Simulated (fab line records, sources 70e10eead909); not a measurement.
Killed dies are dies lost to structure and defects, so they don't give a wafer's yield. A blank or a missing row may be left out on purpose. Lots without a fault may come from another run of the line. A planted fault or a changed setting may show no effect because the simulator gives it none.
Which tool did it? | flow nand_harc | 6 lots, 18 wafers sampled, at 1 step of a route of 1159

WHAT THE GAUGES READ, wafer by wafer
NHARC_P_START_INSPECT_01.
lot  | measured    | on                | raw_defect_count
L147 | day 2 00:02 | defect_inspect-01 | 5 4 3
L150 | day 2 18:02 | defect_inspect-01 | 3 5 1
L153 | day 3 12:02 | defect_inspect-02 | 1 1 1
L156 | day 4 06:02 | defect_inspect-02 | 4 8 5
L163 | day 6 00:02 | defect_inspect-01 | 2 5 5
L166 | day 6 18:02 | defect_inspect-01 | 4 1 2

WHICH TOOL RAN EACH LOT (tool, then ch and the chambers of the sampled wafers, then the start)
The record holds no process step before these readings.

THE ANSWER, worked out from the rows above alone
Rule: what is usual is taken from the lots themselves. Put in order of their means at a reading, lots are off if they are a third of the lots or fewer, leave a main group of 4 or more, and stand apart from it by a gap of 3 or more times the standard deviation of the main group's means; of several such gaps the widest counts. A main group whose means are all the same, to the digits that the tables above print for the reading, isn't used. A lot without any number at a reading at which 4 lots or more have one is off too. The other lots that the step has rows for count as sound.
No lot is off at any reading shown: from this, nothing can be told.

WHAT THE SIMULATOR HAD PUT IN
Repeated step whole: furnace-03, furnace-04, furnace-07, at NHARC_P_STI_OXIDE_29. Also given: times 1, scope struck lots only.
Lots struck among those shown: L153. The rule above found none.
